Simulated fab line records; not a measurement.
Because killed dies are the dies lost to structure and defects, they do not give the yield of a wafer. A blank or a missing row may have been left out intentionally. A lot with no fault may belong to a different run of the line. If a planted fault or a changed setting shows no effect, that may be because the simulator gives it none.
Which of the tools did it? + flow nand harc + 6 lots, 18 wafers sampled, at 2 steps of a route of 1302

## WHAT EACH GAUGE READ, for each wafer
NHARC_A_BONDPAD_THK_MEAS_30: measures by ellipsometry.
| lot  | measured     | on            | thk nm (nm)       |
|------|--------------|---------------|-------------------|
| L734 | day 24 04:08 | film metro-01 | 200.7 200.6 200.5 |
| L737 | day 25 14:23 | film metro-02 | 201.5 198.2 199.0 |
| L744 | day 27 13:09 | film metro-01 | 199.7 199.6 201.1 |
| L742 | day 27 15:27 | film metro-02 | 198.9 203.0 198.8 |
| L751 | day 30 21:14 | film metro-02 | 199.4 199.6 200.4 |
| L752 | day 31 21:01 | film metro-02 | 199.2 199.8 200.6 |

## WHAT TOOL EACH LOT RAN ON (gives the tool, then ch and the chambers of the sampled wafers, and finally the start)
| lot  | NHARC_A_M1_DEP_33               |
|------|---------------------------------|
| L734 | pecvd-04 ch 1,2, day 24 02:58   |
| L737 | pecvd-01 ch 0,1,2, day 25 13:11 |
| L744 | pecvd-03 ch 0,2, day 27 11:56   |
| L742 | pecvd-01 ch 0,2, day 27 14:14   |
| L751 | pecvd-03 ch 0,2, day 30 20:04   |
| L752 | pecvd-01 ch 0,2, day 31 19:46   |
- NHARC_A_M1_DEP_33: deposits SiCN, target thk 30 nm.

## THE ANSWER, worked out from the rows above alone
Rule: usual is defined by the lots themselves. Put in order of their means at a reading, lots are off if they are a third of the lots or fewer, leave a main group of 4 or more, and stand apart from it by a gap of 3 or more times the standard deviation of the main group's means; of several such gaps the widest counts. Not used: any main group whose means are identical at the precision the tables above print for the reading. Also off: a lot with no number at a reading for which 4 or more lots have one. All remaining lots with rows at the step are treated as sound.
No lot is off on any of the readings shown, so nothing can be concluded from this.

## WHAT WAS PUT IN BY THE SIMULATOR
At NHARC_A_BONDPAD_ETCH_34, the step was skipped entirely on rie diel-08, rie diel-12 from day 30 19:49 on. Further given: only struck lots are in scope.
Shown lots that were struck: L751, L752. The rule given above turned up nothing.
